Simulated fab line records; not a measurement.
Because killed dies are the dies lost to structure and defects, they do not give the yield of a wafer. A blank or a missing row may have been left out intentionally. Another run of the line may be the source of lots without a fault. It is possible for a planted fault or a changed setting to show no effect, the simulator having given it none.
The tool behind it: which one? :: flow nandHarc :: 36 wafers from 12 lots sampled at 4 of the route's 1159 steps

## WHAT EACH GAUGE READ, for each wafer
NHARC_P_M1_CD_MEAS_16.
lot: L075
measured: day 6 09:03
on: cdSem-03
cdNm (nm): 130.0 128.9 129.1

lot: L077
measured: day 6 12:45
on: cdSem-01
cdNm (nm): 128.1 129.5 128.4

lot: L079
measured: day 7 00:10
on: cdSem-03
cdNm (nm): 129.8 130.1 129.2

lot: L081
measured: day 7 22:27
on: cdSem-03
cdNm (nm): 131.5 130.8 130.5

lot: L083
measured: day 8 07:13
on: cdSem-03
cdNm (nm): 129.4 130.0 130.8

lot: L085
measured: day 9 04:00
on: cdSem-03
cdNm (nm): 130.8 130.5 130.0

lot: L087
measured: day 9 08:59
on: cdSem-01
cdNm (nm): 130.4 131.0 130.2

lot: L089
measured: day 9 06:14
on: cdSem-01
cdNm (nm): 130.0 131.5 130.5

lot: L091
measured: day 10 06:57
on: cdSem-01
cdNm (nm): 130.4 131.0 130.3

lot: L093
measured: day 10 17:29
on: cdSem-01
cdNm (nm): 130.5 130.7 130.5

lot: L095
measured: day 11 04:28
on: cdSem-01
cdNm (nm): 130.8 131.1 130.2

lot: L097
measured: day 11 17:50
on: cdSem-01
cdNm (nm): 128.8 128.2 129.1

## WHICH TOOL RAN EACH LOT (tool, then ch and the chambers of the sampled wafers, then the start)
lot: L075
NHARC_P_ZERO_WELL_ETCH_65: rieDiel-01 ch 0,1,3, day 1 19:35
NHARC_P_M0_PRE_CLEAN_31: pecvd-03 ch 1,2, day 6 07:11
NHARC_P_M0_DEP_32: pecvd-03 ch 1,2, day 6 07:19

lot: L077
NHARC_P_ZERO_WELL_ETCH_65: rieDiel-01 ch 1,2,3, day 2 07:29
NHARC_P_M0_PRE_CLEAN_31: pecvd-04 ch 0,1, day 6 11:01
NHARC_P_M0_DEP_32: pecvd-04 ch 0,1, day 6 11:08

lot: L079
NHARC_P_ZERO_WELL_ETCH_65: rieDiel-01 ch 0,2, day 2 19:30
NHARC_P_M0_PRE_CLEAN_31: pecvd-04 ch 1,2, day 6 22:25
NHARC_P_M0_DEP_32: pecvd-04 ch 1,2, day 6 22:29

lot: L081
NHARC_P_ZERO_WELL_ETCH_65: rieDiel-09 ch 1,2,3, day 3 07:22
NHARC_P_M0_PRE_CLEAN_31: pecvd-04 ch 0,1, day 7 20:38
NHARC_P_M0_DEP_32: pecvd-04 ch 0,1, day 7 20:43

lot: L083
NHARC_P_ZERO_WELL_ETCH_65: rieDiel-07 ch 1,2,3, day 3 19:29
NHARC_P_M0_PRE_CLEAN_31: pecvd-03 ch 0,1,2, day 8 05:17
NHARC_P_M0_DEP_32: pecvd-03 ch 0,1,2, day 8 05:22

lot: L085
NHARC_P_ZERO_WELL_ETCH_65: rieDiel-07 ch 0,1,2, day 4 07:22
NHARC_P_M0_PRE_CLEAN_31: pecvd-03 ch 0,2, day 9 02:11
NHARC_P_M0_DEP_32: pecvd-03 ch 0,2, day 9 02:16

lot: L087
NHARC_P_ZERO_WELL_ETCH_65: rieDiel-01 ch 0,1,3, day 4 19:31
NHARC_P_M0_PRE_CLEAN_31: pecvd-03 ch 0,1,2, day 9 07:18
NHARC_P_M0_DEP_32: pecvd-03 ch 0,1,2, day 9 07:28

lot: L089
NHARC_P_ZERO_WELL_ETCH_65: rieDiel-09 ch 1,2,3, day 5 07:31
NHARC_P_M0_PRE_CLEAN_31: pecvd-01 ch 0,2, day 9 04:26
NHARC_P_M0_DEP_32: pecvd-01 ch 0,2, day 9 04:34

lot: L091
NHARC_P_ZERO_WELL_ETCH_65: rieDiel-07 ch 0,2,3, day 5 19:41
NHARC_P_M0_PRE_CLEAN_31: pecvd-01 ch 0,1,2, day 10 05:07
NHARC_P_M0_DEP_32: pecvd-01 ch 0,1,2, day 10 05:11

lot: L093
NHARC_P_ZERO_WELL_ETCH_65: rieDiel-01 ch 0,1,2, day 6 07:37
NHARC_P_M0_PRE_CLEAN_31: pecvd-01 ch 0,1,2, day 10 15:43
NHARC_P_M0_DEP_32: pecvd-01 ch 0,1,2, day 10 15:50

lot: L095
NHARC_P_ZERO_WELL_ETCH_65: rieDiel-07 ch 0,2,3, day 6 19:37
NHARC_P_M0_PRE_CLEAN_31: pecvd-03 ch 0,1,2, day 11 02:41
NHARC_P_M0_DEP_32: pecvd-03 ch 0,1,2, day 11 02:48

lot: L097
NHARC_P_ZERO_WELL_ETCH_65: rieDiel-01 ch 0,2, day 7 07:22
NHARC_P_M0_PRE_CLEAN_31: pecvd-04 ch 1,2, day 11 16:03
NHARC_P_M0_DEP_32: pecvd-04 ch 1,2, day 11 16:10
- NHARC_P_ZERO_WELL_ETCH_65: etches the open film in N2/H2, target depth 80 nm, overetch 24 nm, time 87.88 s.
- NHARC_P_M0_PRE_CLEAN_31: time 12 s.
- NHARC_P_M0_DEP_32: deposits SiCN, target thk 30 nm.

## THE ANSWER, worked out from the rows above alone
Rule: the lots themselves supply what counts as usual. The widest of any qualifying gaps counts: lots, ordered by their means at a reading, are off when they make up no more than a third of the lots, leave a main group of 4 or more, and stand apart from it by 3 or more times the standard deviation of that group's means. Not used: any main group whose means are identical at the precision the tables above print for the reading. A lot without any number at a reading at which 4 lots or more have one is off too. All remaining lots with rows at the step are treated as sound.
No lot is off at any reading shown: from this, nothing can be told.

## WHAT THE SIMULATOR HAD INSERTED
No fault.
